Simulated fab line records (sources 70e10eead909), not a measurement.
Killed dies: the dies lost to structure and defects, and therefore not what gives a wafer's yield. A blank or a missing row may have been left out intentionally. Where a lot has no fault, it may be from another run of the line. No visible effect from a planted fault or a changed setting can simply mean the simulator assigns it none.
Tool commonality check    flow nandHarc    6 wafers sampled across 2 lots

== WHAT PROMPTED THE OPENING ==
Flagged at NHARC_END_SORT_01: reading killedAtArray, on 2 of 2 lots. Wafers without a fault read 59, standard deviation 16.
Rule: a lot gets a flag if all its wafers with a number sit over 4 standard deviations from that mean, or if no wafer of it has a number. The other lots count as sound.

lot   measured      on         killedAtArray, wafer by wafer  flag
L495  day 29 10:19  prober-01  131 146 125                    FLAGGED
L494  day 30 02:42  prober-02  143 137 126                    FLAGGED
The numbers of the flagged lots are 135 on average: +76 against the usual, or +5 standard deviations.

== WHICH TOOL EACH LOT WENT THROUGH ==
Before the reading, the record contains 3 process steps out of a 1302-step route. Read each cell as the tool, then ch plus the chambers that the sampled wafers visited, then the start.
lot   flag     NHARC_A_CONTACT_ETCH_75          NHARC_HYBRID_BOND_ACTIVATE_00    NHARC_THIN_TSV_DEGAS_49
L495  FLAGGED  rieDiel-02 ch 0,3, day 26 17:11  rieDiel-08 ch 0,2, day 28 04:32  pvdSputter-03, day 28 19:34
L494  FLAGGED  rieDiel-02 ch 0,2, day 27 04:10  rieDiel-05 ch 1,2, day 28 11:52  pvdSputter-03, day 29 04:01
What these steps do:
- NHARC_A_CONTACT_ETCH_75: etches the open film in CF4, target depth 39 nm, time 65 s.
- NHARC_HYBRID_BOND_ACTIVATE_00: chemistry N2, time 60 s.
- NHARC_THIN_TSV_DEGAS_49: time 120 s.
- NHARC_END_SORT_01

== FLAGGED OVER TOTAL, TOOL BY TOOL (the gauges that took the reading come last) ==
step                           tool           lots run  flagged  share of the flagged lots  sound lots run after its first flagged lot
NHARC_A_CONTACT_ETCH_75        rieDiel-02     2         2        all                        0
NHARC_HYBRID_BOND_ACTIVATE_00  rieDiel-05     1         1        some                       0
NHARC_HYBRID_BOND_ACTIVATE_00  rieDiel-08     1         1        some                       0
NHARC_THIN_TSV_DEGAS_49        pvdSputter-03  2         2        all                        0
NHARC_END_SORT_01              prober-01      1         1        some                       0
NHARC_END_SORT_01              prober-02      1         1        some                       0

== WHAT IS ALLOWED BY THE TABLE ==
Table rows that saw every flagged lot: 2, namely rieDiel-02 at NHARC_A_CONTACT_ETCH_75 and pvdSputter-03 at NHARC_THIN_TSV_DEGAS_49.
- rieDiel-02 at NHARC_A_CONTACT_ETCH_75: 2 of its 2 lots flagged. Because this sample shows no sound lot run on it before its first flagged lot, the start cannot be pinned down more closely.
- pvdSputter-03 at NHARC_THIN_TSV_DEGAS_49: 2 of its 2 lots flagged. Because this sample shows no sound lot run on it before its first flagged lot, the start cannot be pinned down more closely.
A lot count leaves these 2 tools indistinguishable: every one of them fits a fault beginning at some hour. More lots, or a look at what each step does to the wafer, might.

== WHAT HAD BEEN PUT IN BY THE SIMULATOR ==
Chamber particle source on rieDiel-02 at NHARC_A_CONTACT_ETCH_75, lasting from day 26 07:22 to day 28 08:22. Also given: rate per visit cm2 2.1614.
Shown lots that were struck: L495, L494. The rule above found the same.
